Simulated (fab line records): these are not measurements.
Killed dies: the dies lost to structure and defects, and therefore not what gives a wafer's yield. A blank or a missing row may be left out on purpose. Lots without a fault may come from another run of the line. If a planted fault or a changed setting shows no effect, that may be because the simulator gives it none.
fab line records | flow nandHarc | part 1 of 2: steps 1 to 4 of 6
record: lots: 23 | wafers: 69 | lastDay: 25
route steps=1159 shown P_M2@332 P_BONDPAD@364 A_CHANNEL_HOLE_D1@465
lots that met no fault: taken from a fault-free run of the same line
startH: hours from the record's first day to the start of the lot's first wafer shown | waitH: hours since the lot's step before | " the same as in the row above | L1.1+2: a single row standing in for several wafers | - no value present, or no start provided | * or withheld: withheld | < > ~ a bound
route shown NAME@n: NAME is a module with steps in the file, n the number in the route of the first one | usual: average and standard deviation across the fault-free wafers | same: alike in all rows | chamber/n: place in a boat | sites: readings site by site | _std_site: their standard deviation | _edge_site: inner sites' mean taken away from outer sites' mean | radiusMm: for every site, how far away it sits from the centre of the wafer | mask NAME#n: copy n | behind: the tool/chamber that last shaped the wafer | hold: cause of the lot's hold/its duration in hours/its outcome | device: the n, p or np transistor that did not switch | end of line: at the end of the route, the tests of the same wafers | for a step that has no rows: nothing shown but its recipe | killed: dies lost to structure and defects at the first sort, not the wafer's yield | map: a wafer's dies, marking killed ones x, the rest . and places with no die _
set.NAME: the run value of the setting; set.NAME@STEP: its run value at that earlier step | model.NAME: the simulator's own value behind a step, which no gauge read
the route's steps for a sample of lots (tables are steps, rows are wafers)
services: when a tool's chamber went out of use (startH, in hours from the record's first day, below 0 if earlier), for how many hours, and the reason
== steps ==
step: NHARC_P_M2_ETCH_35
recipe: targetDepthA: 400 | overetchA: 120 | timeS: 43.94 | ionEnergyEv: 200 | n2FlowSccm: 150 | h2FlowSccm: 150 | arFlowSccm: 0 | rfW: 400 | biasW: 150 | chemistry: N2/H2
usual: drypumpMotorCurrentA: 5.7/0.59 | mfcArSccm: 0.015/0.014 | oesProductAu: 0.999/0.0073 | rfVppV: 430.3/2.5 | showerheadPlenumPTorr: 2.03/0.087 | throttleValvePct: 14.171/0.0085
lot.wafer | tool       | chamber | startH | waitH | drypumpMotorCurrentA | mfcArSccm | oesProductAu | rfHoursCounterH | rfVppV | showerheadPlenumPTorr | throttleValvePct
L074.3    | rieDiel-07 | 1       | 116.36 | 0.1   | 4.7                  | 0.017     | 1.005        | 2               | 425.9  | 1.90                  | 14.160
L074.5    | "          | 2       | "      | "     | 6.5                  | 0         | 1.007        | -               | 428.9  | 2.03                  | 14.184
L074.6    | "          | 3       | "      | "     | 5.4                  | 0.036     | 0.992        | -               | 429.7  | 2.06                  | 14.172
L075.3    | rieDiel-07 | 1       | 134.44 | 0.1   | 4.7                  | 0.017     | 1.013        | 2               | 426.8  | 1.90                  | 14.167
L075.2    | "          | 2       | "      | "     | 6.5                  | 0         | 0.992        | 2               | 430.9  | 2.03                  | 14.192
L075.5    | "          | 3       | "      | "     | 5.4                  | 0.036     | 0.994        | -               | 431.8  | 2.06                  | 14.173
L077.3    | rieDiel-07 | 2       | 136.25 | 0.1   | 6.5                  | 0         | 0.990        | 2               | 431.1  | 2.03                  | 14.171
L077.2    | "          | 3       | "      | "     | 5.4                  | 0.036     | 0.988        | 2               | 431.6  | 2.06                  | 14.164
L077.5    | "          | 1       | "      | "     | 4.7                  | 0.017     | 0.997        | -               | 426.0  | 1.90                  | 14.184
L078.3    | rieDiel-07 | 0       | 157.29 | 0.1   | 6.0                  | 0.003     | 0.987        | 3               | 433.0  | 2.09                  | 14.183
L078.2    | "          | 2       | "      | "     | 6.5                  | 0         | 0.991        | 3               | 430.7  | 2.03                  | 14.182
L078.6    | "          | 1       | "      | "     | 4.7                  | 0.017     | 0.999        | -               | 426.5  | 1.90                  | 14.167
L079.4    | rieDiel-04 | 1       | 158.68 | 0.1   | 5.7                  | 0.020     | 0.994        | 6               | 431.5  | 2.05                  | 14.154
L079.1    | "          | 2       | "      | "     | 6.6                  | 0         | 0.997        | 6               | 428.8  | 1.95                  | 14.173
L079.6    | "          | 2       | "      | "     | 6.5                  | 0         | 1.014        | -               | 426.3  | 1.95                  | 14.178
L080.2    | rieDiel-01 | 2       | 168.67 | 0.1   | 5.4                  | 0         | 1.003        | 12              | 427.6  | 1.94                  | 14.177
L080.4    | "          | 0       | "      | "     | 5.6                  | 0         | 1.008        | 11              | 429.0  | 1.97                  | 14.168
L080.5    | "          | 2       | "      | "     | 5.4                  | 0         | 0.995        | -               | 427.0  | 1.94                  | 14.170
L081.1    | rieDiel-07 | 3       | 173.55 | 0.1   | 5.4                  | 0.036     | 1.000        | 3               | 431.1  | 2.06                  | 14.184
L081.4    | "          | 1       | "      | "     | 4.7                  | 0.017     | 1.001        | 4               | 426.1  | 1.90                  | 14.181
L081.6    | "          | 3       | "      | "     | 5.4                  | 0.036     | 0.996        | -               | 430.4  | 2.06                  | 14.172
L082.4    | rieDiel-07 | 2       | 179.92 | 0.1   | 6.5                  | 0         | 1.001        | 4               | 429.3  | 2.03                  | 14.172
L082.3    | "          | 0       | "      | "     | 6.0                  | 0.003     | 0.990        | 4               | 430.2  | 2.09                  | 14.163
L082.2    | "          | 1       | "      | "     | 4.7                  | 0.017     | 1.012        | 4               | 426.2  | 1.90                  | 14.165
L083.2    | rieDiel-04 | 3       | 180.28 | 0.1   | 5.3                  | 0.013     | 0.999        | 9               | 432.8  | 2.16                  | 14.170
L083.1    | "          | 1       | "      | "     | 5.6                  | 0.020     | 0.993        | 9               | 430.2  | 2.05                  | 14.160
L083.5    | "          | 3       | "      | "     | 5.3                  | 0.013     | 0.990        | -               | 434.8  | 2.16                  | 14.171
L084.2    | rieDiel-04 | 0       | 184.94 | 0.1   | 5.7                  | 0.034     | 1.009        | 9               | 433.4  | 2.14                  | 14.166
L084.4    | "          | 1       | "      | "     | 5.7                  | 0.020     | 0.995        | 10              | 431.2  | 2.05                  | 14.171
L084.1    | "          | 3       | "      | "     | 5.3                  | 0.013     | 1.003        | 10              | 434.8  | 2.16                  | 14.176
L087.1    | rieDiel-07 | 3       | 200.27 | 0.1   | 5.4                  | 0.036     | 0.989        | 4               | 431.6  | 2.06                  | 14.185
L087.3    | "          | 1       | "      | "     | 4.7                  | 0.017     | 1.002        | 5               | 427.8  | 1.90                  | 14.170
L087.5    | "          | 3       | "      | "     | 5.4                  | 0.036     | 0.994        | -               | 431.0  | 2.06                  | 14.163
L085.1    | rieDiel-04 | 1       | 201.17 | 0.1   | 5.7                  | 0.020     | 0.993        | 13              | 430.3  | 2.05                  | 14.170
L085.3    | "          | 3       | "      | "     | 5.3                  | 0.013     | 1.007        | 12              | 431.7  | 2.16                  | 14.170
L085.6    | "          | 0       | "      | "     | 5.8                  | 0.034     | 1.009        | -               | 434.2  | 2.14                  | 14.170
L088.1    | rieDiel-07 | 3       | 203.95 | 0.1   | 5.4                  | 0.036     | 0.993        | 4               | 430.2  | 2.06                  | 14.179
L088.2    | "          | 0       | "      | "     | 6.0                  | 0.003     | 0.991        | 5               | 431.7  | 2.09                  | 14.165
L088.4    | "          | 1       | "      | "     | 4.7                  | 0.017     | 1.009        | 5               | 426.9  | 1.90                  | 14.162
L086.3    | rieDiel-04 | 0       | 211.60 | 0.1   | 5.7                  | 0.034     | 1.015        | 15              | 432.0  | 2.14                  | 14.171
L086.6    | "          | 2       | "      | "     | 6.6                  | 0         | 1.004        | -               | 428.8  | 1.95                  | 14.192
L086.5    | "          | 3       | "      | "     | 5.3                  | 0.013     | 0.995        | -               | 431.8  | 2.16                  | 14.162
L090.4    | rieDiel-04 | 1       | 222.89 | 0.1   | 5.7                  | 0.020     | 0.993        | 15              | 433.5  | 2.05                  | 14.171
L090.1    | "          | 2       | "      | "     | 6.6                  | 0         | 1.009        | 18              | 430.3  | 1.95                  | 14.168
L090.6    | "          | 3       | "      | "     | 5.3                  | 0.013     | 1.001        | -               | 435.8  | 2.16                  | 14.167
L089.2    | rieDiel-01 | 0       | 223.45 | 0.1   | 5.6                  | 0         | 1.000        | 30              | 429.1  | 1.96                  | 14.172
L089.4    | "          | 1       | "      | "     | 6.0                  | 0.038     | 1.001        | 37              | 433.1  | 2.13                  | 14.178
L089.5    | "          | 2       | "      | "     | 5.4                  | 0         | 0.990        | -               | 427.4  | 1.93                  | 14.174
L091.2    | rieDiel-01 | 1       | 230.44 | 0.1   | 6.0                  | 0.038     | 0.999        | 39              | 432.4  | 2.13                  | 14.180
L091.1    | "          | 3       | "      | "     | 5.0                  | 0.033     | 0.992        | 39              | 426.4  | 1.90                  | 14.170
L091.3    | "          | 0       | "      | "     | 5.6                  | 0         | 1.002        | 32              | 428.8  | 1.96                  | 14.187
L092.1    | rieDiel-01 | 2       | 231.55 | 0.1   | 5.4                  | 0         | 0.998        | 41              | 425.9  | 1.93                  | 14.176
L092.4    | "          | 3       | "      | "     | 5.0                  | 0.033     | 1.004        | 39              | 425.6  | 1.90                  | 14.176
L092.3    | "          | 1       | "      | "     | 6.0                  | 0.038     | 1.001        | 40              | 433.7  | 2.13                  | 14.173
L093.4    | rieDiel-04 | 1       | 232.04 | 0.1   | 5.7                  | 0.020     | 1.004        | 18              | 431.6  | 2.05                  | 14.167
L093.1    | "          | 2       | "      | "     | 6.6                  | 0         | 1.004        | 20              | 427.5  | 1.95                  | 14.173
L093.5    | "          | 3       | "      | "     | 5.3                  | 0.013     | 0.995        | -               | 434.2  | 2.16                  | 14.167
L094.2    | rieDiel-07 | 1       | 243.90 | 0.1   | 4.7                  | 0.017     | 0.996        | 0               | 426.6  | 1.90                  | 14.157
L094.4    | "          | 3       | "      | "     | 5.4                  | 0.036     | 0.997        | 0               | 431.4  | 2.06                  | 14.169
L094.6    | "          | 1       | "      | "     | 4.7                  | 0.017     | 0.998        | -               | 427.1  | 1.90                  | 14.175
L095.2    | rieDiel-07 | 0       | 246.41 | 0.1   | 6.0                  | 0.003     | 0.993        | 0               | 432.8  | 2.09                  | 14.165
L095.5    | "          | 1       | "      | "     | 4.7                  | 0.017     | 1.007        | -               | 425.8  | 1.90                  | 14.164
L095.6    | "          | 2       | "      | "     | 6.5                  | 0         | 1.006        | -               | 430.4  | 2.03                  | 14.177
L097.2    | rieDiel-07 | 2       | 253.87 | 0.1   | 6.5                  | 0         | 0.998        | 0               | 429.9  | 2.03                  | 14.169
L097.1    | "          | 3       | "      | "     | 5.4                  | 0.036     | 0.992        | 0               | 430.4  | 2.06                  | 14.185
L097.5    | "          | 1       | "      | "     | 4.7                  | 0.017     | 0.997        | -               | 428.0  | 1.90                  | 14.170
L096.1    | rieDiel-07 | 2       | 254.20 | 0.1   | 6.5                  | 0         | 1.004        | 0               | 430.6  | 2.02                  | 14.177
L096.6    | "          | 1       | "      | "     | 4.7                  | 0.017     | 1.002        | -               | 425.9  | 1.90                  | 14.161
L096.5    | "          | 2       | "      | "     | 6.5                  | 0         | 1.006        | -               | 428.3  | 2.03                  | 14.163
step: NHARC_P_BONDPAD_CD_MEAS_09
recipe: targetCdNm: 500 | landingEnergyEv: 500
usual: cdNm: 500.4/1.3
lot.wafer | tool     | chamber | startH | waitH | cdNm
L074.3    | cdSem-01 | 0       | 120.61 | -     | 501.8
L074.5    | "        | 0       | "      | "     | 500.6
L074.6    | "        | 0       | "      | "     | 501.5
L075.2    | cdSem-03 | 0       | 138.58 | -     | 501.4
L075.3    | "        | 0       | "      | "     | 499.9
L075.5    | "        | 0       | "      | "     | 500.0
L077.2    | cdSem-03 | 0       | 140.61 | -     | 501.4
L077.3    | "        | 0       | "      | "     | 499.1
L077.5    | "        | 0       | "      | "     | 501.1
L078.2    | cdSem-02 | 0       | 162.29 | -     | 500.5
L078.3    | "        | 0       | "      | "     | 501.5
L078.6    | "        | 0       | "      | "     | 499.6
L079.1    | cdSem-03 | 0       | 162.97 | -     | 500.8
L079.4    | "        | 0       | "      | "     | 501.4
L079.6    | "        | 0       | "      | "     | 502.1
L080.2    | cdSem-01 | 0       | 172.97 | -     | 503.6
L080.4    | "        | 0       | "      | "     | 501.1
L080.5    | "        | 0       | "      | "     | 501.2
L081.1    | cdSem-01 | 0       | 177.70 | -     | 499.4
L081.4    | "        | 0       | "      | "     | 500.9
L081.6    | "        | 0       | "      | "     | 501.0
L082.2    | cdSem-01 | 0       | 184.05 | -     | 499.6
L082.3    | "        | 0       | "      | "     | 499.4
L082.4    | "        | 0       | "      | "     | 500.5
L083.1    | cdSem-02 | 0       | 184.67 | -     | 498.5
L083.2    | "        | 0       | "      | "     | 498.1
L083.5    | "        | 0       | "      | "     | 498.4
L084.1    | cdSem-02 | 0       | 189.99 | -     | 499.9
L084.2    | "        | 0       | "      | "     | 500.4
L084.4    | "        | 0       | "      | "     | 501.6
L087.1    | cdSem-02 | 0       | 204.42 | -     | 498.5
L087.3    | "        | 0       | "      | "     | 499.2
L087.5    | "        | 0       | "      | "     | 497.4
L085.1    | cdSem-02 | 0       | 205.42 | -     | 498.4
L085.3    | "        | 0       | "      | "     | 499.8
L085.6    | "        | 0       | "      | "     | 500.3
L088.1    | cdSem-03 | 0       | 208.48 | -     | 501.6
L088.2    | "        | 0       | "      | "     | 501.1
L088.4    | "        | 0       | "      | "     | 502.8
L086.3    | cdSem-02 | 0       | 216.08 | -     | 502.1
L086.5    | "        | 0       | "      | "     | 501.7
L086.6    | "        | 0       | "      | "     | 503.6
L090.1    | cdSem-02 | 0       | 227.23 | -     | 497.9
L090.4    | "        | 0       | "      | "     | 500.7
L090.6    | "        | 0       | "      | "     | 498.8
L089.2    | cdSem-02 | 0       | 227.82 | -     | 500.9
L089.4    | "        | 0       | "      | "     | 500.3
L089.5    | "        | 0       | "      | "     | 499.0
L091.1    | cdSem-01 | 0       | 234.75 | -     | 499.6
L091.2    | "        | 0       | "      | "     | 498.9
L091.3    | "        | 0       | "      | "     | 498.2
L092.1    | cdSem-01 | 0       | 235.70 | -     | 502.3
L092.3    | "        | 0       | "      | "     | 501.1
L092.4    | "        | 0       | "      | "     | 501.7
L093.1    | cdSem-02 | 0       | 236.30 | -     | 501.0
L093.4    | "        | 0       | "      | "     | 499.5
L093.5    | "        | 0       | "      | "     | 500.6
L094.2    | cdSem-02 | 0       | 248.69 | -     | 500.8
L094.4    | "        | 0       | "      | "     | 501.9
L094.6    | "        | 0       | "      | "     | 499.7
L095.2    | cdSem-02 | 0       | 250.64 | -     | 499.4
L095.5    | "        | 0       | "      | "     | 499.6
L095.6    | "        | 0       | "      | "     | 501.2
L097.1    | cdSem-02 | 0       | 258.17 | -     | 500.9
L097.2    | "        | 0       | "      | "     | 502.2
L097.5    | "        | 0       | "      | "     | 501.6
L096.1    | cdSem-03 | 0       | 258.36 | -     | 500.1
L096.5    | "        | 0       | "      | "     | 501.1
L096.6    | "        | 0       | "      | "     | 500.5
step: NHARC_P_BONDPAD_DESCUM_11
recipe: timeS: 3 | o2FlowSccm: 200 | arFlowSccm: 0 | biasPowerW: 0 | chemistry: O2
usual: drypumpMotorCurrentA: 5.7/0.35 | mfcArSccm: 0.011/0.013 | oesProductAu: 1.001/0.0067 | rfVppV: 57.7/1 | showerheadPlenumPTorr: 1.90/0.083 | throttleValvePct: 11.311/0.0098
lot.wafer | tool       | chamber | startH | waitH | drypumpMotorCurrentA | mfcArSccm | oesProductAu | rfHoursCounterH | rfVppV | showerheadPlenumPTorr | throttleValvePct
L074.3    | rieDiel-06 | 1       | 120.83 | -     | 6.0                  | 0         | 1.004        | 5               | 57.5   | 1.92                  | 11.293
L074.5    | "          | 3       | "      | "     | 6.0                  | 0         | 1.008        | -               | 56.6   | 1.84                  | 11.320
L074.6    | "          | 1       | "      | "     | 6.0                  | 0         | 1.013        | -               | 58.1   | 1.92                  | 11.315
L075.3    | rieDiel-06 | 0       | 138.80 | -     | 5.6                  | 0.023     | 0.998        | 5               | 57.2   | 1.81                  | 11.314
L075.2    | "          | 3       | "      | "     | 6.0                  | 0         | 0.995        | 6               | 57.8   | 1.83                  | 11.328
L075.5    | "          | 1       | "      | "     | 6.0                  | 0         | 0.991        | -               | 57.6   | 1.92                  | 11.312
L077.2    | rieDiel-05 | 2       | 140.83 | -     | 5.3                  | 0.013     | 0.993        | 44              | 58.6   | 1.94                  | 11.313
L077.3    | "          | 0       | "      | "     | 6.1                  | 0.027     | 0.999        | 51              | 58.0   | 1.78                  | 11.304
L077.5    | "          | 2       | "      | "     | 5.3                  | 0.013     | 1.009        | -               | 58.7   | 1.94                  | 11.308
L078.2    | rieDiel-05 | 2       | 162.52 | -     | 5.3                  | 0.013     | 0.998        | 53              | 59.0   | 1.94                  | 11.323
L078.3    | "          | 3       | "      | "     | 5.0                  | 0.012     | 1.012        | 56              | 56.7   | 1.88                  | 11.305
L078.6    | "          | 0       | "      | "     | 6.1                  | 0.027     | 0.999        | -               | 57.0   | 1.78                  | 11.313
L079.1    | rieDiel-06 | 0       | 163.19 | -     | 5.6                  | 0.023     | 0.990        | 7               | 57.2   | 1.81                  | 11.313
L079.4    | "          | 2       | "      | "     | 5.2                  | 0.002     | 0.996        | -               | 57.6   | 1.99                  | 11.309
L079.6    | "          | 0       | "      | "     | 5.6                  | 0.023     | 0.996        | -               | 58.4   | 1.80                  | 11.334
L080.4    | rieDiel-06 | 1       | 173.18 | -     | 6.0                  | 0         | 1.014        | 10              | 57.8   | 1.92                  | 11.307
L080.2    | "          | 0       | "      | "     | 5.6                  | 0.023     | 0.992        | 8               | 58.9   | 1.80                  | 11.318
L080.5    | "          | 1       | "      | "     | 6.0                  | 0         | 1.000        | -               | 57.2   | 1.92                  | 11.304
L081.1    | rieDiel-06 | 3       | 177.91 | -     | 6.0                  | 0         | 1.012        | 8               | 57.9   | 1.83                  | 11.318
L081.4    | "          | 2       | "      | "     | 5.2                  | 0.002     | 1.005        | 10              | 57.8   | 1.99                  | 11.313
L081.6    | "          | 3       | "      | "     | 6.0                  | 0         | 1.011        | -               | 56.1   | 1.83                  | 11.320
L082.3    | rieDiel-06 | 3       | 184.26 | -     | 6.0                  | 0         | 1.011        | 9               | 57.2   | 1.83                  | 11.336
L082.4    | "          | 0       | "      | "     | 5.6                  | 0.023     | 1.000        | 9               | 56.6   | 1.80                  | 11.313
L082.2    | "          | 1       | "      | "     | 6.0                  | 0         | 0.992        | 11              | 58.0   | 1.92                  | 11.309
L083.1    | rieDiel-06 | 2       | 184.89 | -     | 5.3                  | 0.002     | 1.015        | 11              | 58.8   | 1.99                  | 11.307
L083.2    | "          | 0       | "      | "     | 5.6                  | 0.023     | 1.009        | 9               | 57.8   | 1.80                  | 11.316
L083.5    | "          | 2       | "      | "     | 5.3                  | 0.002     | 0.998        | -               | 59.4   | 1.99                  | 11.298
L084.1    | rieDiel-06 | 0       | 190.20 | -     | 5.6                  | 0.023     | 1.004        | 10              | 56.5   | 1.80                  | 11.306
L084.2    | "          | 2       | "      | "     | 5.2                  | 0.002     | 1.012        | 11              | 61.1   | 1.99                  | 11.295
L084.4    | "          | 3       | "      | "     | 6.0                  | 0         | 0.994        | 9               | 58.8   | 1.83                  | 11.310
L087.1    | rieDiel-05 | 2       | 204.65 | -     | 5.3                  | 0.013     | 1.002        | 9               | 58.9   | 1.94                  | 11.312
L087.3    | "          | 3       | "      | "     | 5.0                  | 0.012     | 1.005        | 10              | 58.6   | 1.88                  | 11.299
L087.5    | "          | 0       | "      | "     | 6.0                  | 0.027     | 1.005        | -               | 58.9   | 1.78                  | 11.305
L085.1    | rieDiel-05 | 1       | 205.65 | -     | 6.0                  | 0         | 0.996        | 8               | 57.4   | 1.91                  | 11.330
L085.3    | "          | 3       | "      | "     | 5.0                  | 0.012     | 1.006        | 10              | 57.4   | 1.88                  | 11.302
L085.6    | "          | 1       | "      | "     | 6.0                  | 0         | 0.993        | -               | 56.4   | 1.91                  | 11.303
L088.1    | rieDiel-06 | 2       | 208.69 | -     | 5.2                  | 0.002     | 1.006        | 13              | 58.4   | 1.99                  | 11.308
L088.2    | "          | 0       | "      | "     | 5.6                  | 0.023     | 0.992        | 11              | 56.1   | 1.80                  | 11.301
L088.4    | "          | 1       | "      | "     | 5.9                  | 0         | 1.003        | 13              | 57.2   | 1.92                  | 11.327
L086.3    | rieDiel-06 | 3       | 216.30 | -     | 6.0                  | 0         | 0.998        | 12              | 58.5   | 1.83                  | 11.315
L086.6    | "          | 2       | "      | "     | 5.2                  | 0.002     | 0.998        | -               | 58.8   | 1.99                  | 11.327
L086.5    | "          | 3       | "      | "     | 6.0                  | 0         | 1.002        | -               | 56.8   | 1.83                  | 11.278
L090.1    | rieDiel-10 | 0       | 227.47 | -     | 5.2                  | 0.020     | 1.002        | 16              | 56.1   | 1.81                  | 11.307
L090.4    | "          | 1       | "      | "     | 5.4                  | 0.017     | 1.011        | 15              | 59.4   | 2.07                  | 11.312
L090.6    | "          | 3       | "      | "     | 5.3                  | 0.035     | 1.005        | -               | 57.1   | 1.99                  | 11.289
L089.2    | rieDiel-06 | 0       | 228.04 | -     | 5.6                  | 0.023     | 0.997        | 13              | 57.2   | 1.80                  | 11.307
L089.4    | "          | 1       | "      | "     | 5.9                  | 0         | 1.003        | 15              | 58.6   | 1.92                  | 11.318
L089.5    | "          | 1       | "      | "     | 6.0                  | 0         | 1.011        | -               | 57.5   | 1.92                  | 11.330
L091.3    | rieDiel-06 | 2       | 234.96 | -     | 5.2                  | 0.002     | 0.990        | 16              | 58.3   | 1.99                  | 11.300
L091.1    | "          | 3       | "      | "     | 6.0                  | 0         | 0.994        | 13              | 57.6   | 1.83                  | 11.312
L091.2    | "          | 0       | "      | "     | 5.6                  | 0.023     | 0.990        | 13              | 56.1   | 1.80                  | 11.311
L092.3    | rieDiel-06 | 3       | 235.92 | -     | 6.0                  | 0         | 0.996        | 14              | 58.0   | 1.83                  | 11.312
L092.4    | "          | 1       | "      | "     | 6.0                  | 0         | 1.006        | 15              | 57.4   | 1.92                  | 11.315
L092.1    | "          | 2       | "      | "     | 5.2                  | 0.002     | 1.000        | 16              | 58.1   | 1.99                  | 11.314
L093.4    | rieDiel-06 | 0       | 236.53 | -     | 5.6                  | 0.023     | 0.993        | 13              | 56.8   | 1.80                  | 11.323
L093.1    | "          | 1       | "      | "     | 5.9                  | 0         | 1.011        | 15              | 57.8   | 1.92                  | 11.293
L093.5    | "          | 2       | "      | "     | 5.2                  | 0.002     | 1.000        | -               | 58.3   | 1.99                  | 11.307
L094.2    | rieDiel-10 | 2       | 249.13 | -     | 6.1                  | 0.044     | 1.007        | 22              | 58.2   | 2.02                  | 11.305
L094.4    | "          | 0       | "      | "     | 5.2                  | 0.020     | 0.997        | 25              | 57.8   | 1.81                  | 11.310
L094.6    | "          | 2       | "      | "     | 6.1                  | 0.044     | 1.011        | -               | 57.9   | 2.02                  | 11.331
L095.2    | rieDiel-10 | 0       | 250.86 | -     | 5.2                  | 0.020     | 1.005        | 25              | 58.0   | 1.81                  | 11.319
L095.5    | "          | 3       | "      | "     | 5.3                  | 0.035     | 0.997        | -               | 59.2   | 1.99                  | 11.306
L095.6    | "          | 0       | "      | "     | 5.2                  | 0.020     | 1.004        | -               | 57.3   | 1.81                  | 11.302
L097.2    | rieDiel-06 | 2       | 258.40 | -     | 5.2                  | 0.002     | 1.008        | 1               | 57.0   | 1.99                  | 11.316
L097.1    | "          | 3       | "      | "     | 6.0                  | 0         | 1.007        | 1               | 57.4   | 1.83                  | 11.314
L097.5    | "          | 1       | "      | "     | 5.9                  | 0         | 1.006        | -               | 57.7   | 1.92                  | 11.313
L096.1    | rieDiel-10 | 0       | 258.60 | -     | 5.2                  | 0.020     | 1.010        | 27              | 57.9   | 1.81                  | 11.307
L096.5    | "          | 1       | "      | "     | 5.4                  | 0.017     | 0.996        | -               | 57.8   | 2.07                  | 11.331
L096.6    | "          | 2       | "      | "     | 6.1                  | 0.044     | 1.005        | -               | 58.2   | 2.02                  | 11.293
step: NHARC_P_BONDPAD_CD_MEAS_13
usual: cdNm: 499.9/1.4
lot.wafer | tool     | chamber | startH | waitH | cdNm
L074.3    | cdSem-03 | -       | 121.19 | -     | 501.6
L074.5    | "        | -       | "      | "     | 500.0
L074.6    | "        | -       | "      | "     | 500.4
L075.2    | cdSem-02 | -       | 139.11 | -     | 501.1
L075.3    | "        | -       | "      | "     | 499.1
L075.5    | "        | -       | "      | "     | 499.8
L077.2    | cdSem-03 | -       | 141.14 | -     | 501.4
L077.3    | "        | -       | "      | "     | 499.4
L077.5    | "        | -       | "      | "     | 501.4
L078.2    | cdSem-03 | -       | 162.82 | -     | 499.1
L078.3    | "        | -       | "      | "     | 500.8
L078.6    | "        | -       | "      | "     | 499.7
L079.1    | cdSem-03 | -       | 163.54 | -     | 499.1
L079.4    | "        | -       | "      | "     | 501.3
L079.6    | "        | -       | "      | "     | 501.0
L080.2    | cdSem-03 | -       | 173.49 | -     | 502.4
L080.4    | "        | -       | "      | "     | 500.0
L080.5    | "        | -       | "      | "     | 500.1
L081.1    | cdSem-02 | -       | 178.23 | -     | 498.9
L081.4    | "        | -       | "      | "     | 501.7
L081.6    | "        | -       | "      | "     | 501.1
L082.2    | cdSem-01 | -       | 184.57 | -     | 499.3
L082.3    | "        | -       | "      | "     | 499.8
L082.4    | "        | -       | "      | "     | 499.7
L083.1    | cdSem-01 | -       | 185.19 | -     | 497.5
L083.2    | "        | -       | "      | "     | 497.4
L083.5    | "        | -       | "      | "     | 497.6
L084.1    | cdSem-01 | -       | 190.52 | -     | 498.6
L084.2    | "        | -       | "      | "     | 499.9
L084.4    | "        | -       | "      | "     | 502.0
L087.1    | cdSem-02 | -       | 204.95 | -     | 497.1
L087.3    | "        | -       | "      | "     | 497.9
L087.5    | "        | -       | "      | "     | 495.9
L085.1    | cdSem-03 | -       | 205.96 | -     | 497.8
L085.3    | "        | -       | "      | "     | 499.3
L085.6    | "        | -       | "      | "     | 499.4
L088.1    | cdSem-03 | -       | 209.00 | -     | 501.4
L088.2    | "        | -       | "      | "     | 500.3
L088.4    | "        | -       | "      | "     | 502.6
L086.3    | cdSem-01 | -       | 216.61 | -     | 501.0
L086.5    | "        | -       | "      | "     | 501.7
L086.6    | "        | -       | "      | "     | 503.2
L090.1    | cdSem-01 | -       | 227.84 | -     | 497.8
L090.4    | "        | -       | "      | "     | 500.7
L090.6    | "        | -       | "      | "     | 498.2
L089.2    | cdSem-02 | -       | 228.36 | -     | 501.1
L089.4    | "        | -       | "      | "     | 501.0
L089.5    | "        | -       | "      | "     | 500.3
L091.1    | cdSem-02 | -       | 235.28 | -     | 498.6
L091.2    | "        | -       | "      | "     | 498.8
L091.3    | "        | -       | "      | "     | 498.1
L092.1    | cdSem-03 | -       | 236.24 | -     | 501.5
L092.3    | "        | -       | "      | "     | 500.9
L092.4    | "        | -       | "      | "     | 501.5
L093.1    | cdSem-02 | -       | 236.83 | -     | 500.9
L093.4    | "        | -       | "      | "     | 500.1
L093.5    | "        | -       | "      | "     | 500.7
L094.2    | cdSem-02 | -       | 249.44 | -     | 499.7
L094.4    | "        | -       | "      | "     | 501.2
L094.6    | "        | -       | "      | "     | 499.2
L095.2    | cdSem-03 | -       | 251.17 | -     | 498.5
L095.5    | "        | -       | "      | "     | 498.4
L095.6    | "        | -       | "      | "     | 500.9
L097.1    | cdSem-01 | -       | 258.70 | -     | 501.1
L097.2    | "        | -       | "      | "     | 502.4
L097.5    | "        | -       | "      | "     | 502.2
L096.1    | cdSem-02 | -       | 259.36 | -     | 499.5
L096.5    | "        | -       | "      | "     | 500.4
L096.6    | "        | -       | "      | "     | 499.9
